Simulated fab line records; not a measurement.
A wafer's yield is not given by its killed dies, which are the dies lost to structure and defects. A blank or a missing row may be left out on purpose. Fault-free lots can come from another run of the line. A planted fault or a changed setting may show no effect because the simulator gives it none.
Problem report in the 8D (eight disciplines) form, filled by code    flow n5Finfet    the parts of the form that need people (team, actions taken, sign-off) are left out

== 1. THE ISSUE ==
Mean of exposureDoseMJCm2 at N5_PASSIVATION_EXPOSE_41: 58.76 across 6 wafers in 2 lots; on wafers with no fault it is 57.27 (standard deviation 0.057). That is +26 standard deviations from the usual mean.
The step: exposes mask PASS OPEN, defocus 0 nm, target cd 40000 nm.
Seen first at day 15 20:17 on krfScanner-01, wafer L535.1. At this step, 30 wafers from 10 lots have a number in the record. The rule behind "out" and "out of limits": a value lying over 4 standard deviations away from the usual mean. Any other wafer with a number is counted as sound.

== 2. WHAT THIS IS AND IS NOT ==
question                     is                      is not
which readings at this step  exposureDoseMJCm2       -
which lots                   L535, L538              L524, L525, L528, L530, L540, L543, L544, L545
which wafers of those lots   all that have a number  -
read on which tools          krfScanner-01           krfScanner-02
when                         from day 15 20:17       up to then (12 sound wafers); but 12 sound wafers of L540, L543, L544, L545 came after

== 3. SUSPECTS, AND WHAT RULES EACH OUT ==
Counting: any tool at a process step up to the reading is kept as a suspect provided that every lot that is out went through it and no sound lot did after the first of them.
- rieDiel-03 at N5_PASSIVATION_VIA_ETCH_13 (etches SiO2 in CHF3/O2, target depth 660 nm, time 330 s): kept. It ran every lot that is out, first L535 (day 15 16:56), and no sound lot after that; its last sound lot up to then is L530 (day 14 02:57).
- rieDiel-03 at N5_PASSIVATION_ETCH_15 (etches SiCN in CF4/N2, target depth 75 nm, time 81.2 s): kept. It ran every lot that is out, first L535 (day 15 20:17), and no sound lot after that; its last sound lot up to then is L530 (day 14 06:06). Because N5_PASSIVATION_ETCH_15 lacks a start for some lots, the hours and order of its lots are taken from N5_PASSIVATION_EXPOSE_41.
- krfScanner-01 at N5_PASSIVATION_EXPOSE_41 (exposes mask PASS OPEN, defocus 0 nm, target cd 40000 nm): kept. It ran every lot that is out, first L535 (day 15 20:17), and no sound lot after that; its last sound lot up to then is L530 (day 14 06:06). On those wafers its own readings are out: exposureDoseMJCm2.
The count leaves rieDiel-03 at N5_PASSIVATION_VIA_ETCH_13, rieDiel-03 at N5_PASSIVATION_ETCH_15, and krfScanner-01 at N5_PASSIVATION_EXPOSE_41.

== 4. THE CAUSE (what the simulator had put in) ==
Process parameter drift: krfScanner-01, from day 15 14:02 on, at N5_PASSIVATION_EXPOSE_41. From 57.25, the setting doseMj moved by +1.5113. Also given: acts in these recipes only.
Counting left 3 suspects, and this tool is among them.

== 5. THE CHAIN OF EFFECTS, in route order ==
Each row: a reading whose mean over the struck wafers that have a number lies more than 3 standard deviations from the usual. Scope: only readings with a usual standard deviation given in the record; hours: median across lots of the time from each lot's start at the first step in this table that gives one to its start at this step; sigmas: change in usual standard deviations.
hours  step                      reading            usual  on struck wafers  change  sigmas
0      N5_PASSIVATION_EXPOSE_41  exposureDoseMJCm2  57.27  58.76             +1.49   +26
Its process steps:
- N5_PASSIVATION_EXPOSE_41: exposes mask PASS OPEN, defocus 0 nm, target cd 40000 nm.

== 6. HOW IT WOULD HAVE BEEN CAUGHT EARLIER ==
The fault began at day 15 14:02; the first out-of-limits reading in this record came at day 15 20:17, 6 hours later.
